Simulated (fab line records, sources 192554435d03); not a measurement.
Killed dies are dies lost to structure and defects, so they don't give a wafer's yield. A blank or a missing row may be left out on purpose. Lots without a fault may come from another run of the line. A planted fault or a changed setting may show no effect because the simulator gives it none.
Chamber matching | flow n5_finfet | N5_DUMMY_REMOVAL_STRIP_10 on rie_diel-02: 4 sister chambers
The step strips in N2/H2, time 40 s. 18 wafers are shown with their chamber, then 9 later ones without.

WAFERS WITH THEIR CHAMBER
wafer  | chamber | drypump_motor_current_A (A) | showerhead_plenum_p_Torr (Torr) | throttle_valve_pct (%)
L074.1 | 1       | 5.66                        | 3.31                            | 11.98
L074.2 | 0       | 5.13                        | 3.48                            | 12.43
L074.5 | 3       | 5.36                        | 3.25                            | 12.15
L078.2 | 3       | 5.36                        | 3.25                            | 12.18
L078.3 | 0       | 5.12                        | 3.48                            | 12.45
L078.6 | 2       | 5.81                        | 3.43                            | 11.65
L081.3 | 3       | 5.36                        | 3.24                            | 12.19
L081.4 | 0       | 5.14                        | 3.48                            | 12.47
L081.5 | 1       | 5.67                        | 3.30                            | 12.01
L083.2 | 0       | 5.12                        | 3.48                            | 12.45
L083.4 | 1       | 5.66                        | 3.30                            | 12.02
L083.6 | 2       | 5.83                        | 3.43                            | 11.68
L085.1 | 1       | 5.67                        | 3.30                            | 12.02
L085.5 | 3       | 5.35                        | 3.24                            | 12.22
L085.6 | 0       | 5.13                        | 3.47                            | 12.48
L087.1 | 3       | 5.35                        | 3.24                            | 12.22
L087.5 | 0       | 5.11                        | 3.47                            | 12.50
L087.6 | 1       | 5.67                        | 3.30                            | 12.04

SIGNATURES (means of the wafers above)
reading                  | chamber 0 | chamber 1 | chamber 2 | chamber 3 | scatter within a chamber
drypump_motor_current_A  | 5.1250    | 5.6660    | 5.8200    | 5.3560    | 0.00841
showerhead_plenum_p_Torr | 3.4767    | 3.3020    | 3.4300    | 3.2440    | 0.00488
throttle_valve_pct       | 12.4633   | 12.0140   | 11.6650   | 12.1920   | 0.0253
Rule: a wafer's distance from a chamber is the root of the sum, over the readings, of the square of ((its reading less the chamber's mean) divided by the reading's scatter). The wafer belongs to the nearest chamber; if the next one is less than 2 further off, it can't be placed. The scatter: the root of (the sum of the squares of (reading less its chamber's mean) over the shown wafers, divided by (wafers less chambers)).

WAFERS WITHOUT THEIR CHAMBER
wafer  | drypump_motor_current_A (A) | showerhead_plenum_p_Torr (Torr) | throttle_valve_pct (%)
L089.1 | 5.67                        | 3.30                            | 12.05
L089.3 | 5.35                        | 3.24                            | 12.22
L089.4 | 5.86                        | 3.42                            | 11.68
L092.2 | 5.70                        | 3.29                            | 12.05
L092.4 | 5.12                        | 3.47                            | 12.50
L092.6 | 5.12                        | 3.47                            | 12.50
L095.3 | 5.68                        | 3.29                            | 12.08
L095.5 | 5.85                        | 3.42                            | 11.73
L095.6 | 5.37                        | 3.23                            | 12.25

WHICH CHAMBER EACH WENT THROUGH
wafer  | from the rows above | in truth
L089.1 | 1                   | 1
L089.3 | 3                   | 3
L089.4 | 2                   | 2
L092.2 | 1                   | 1
L092.4 | 0                   | 0
L092.6 | 0                   | 0
L095.3 | 1                   | 1
L095.5 | 2                   | 2
L095.6 | 3                   | 3
Placed correctly: 9 of 9. Can't be placed from these rows: 0. Placed wrongly: 0.
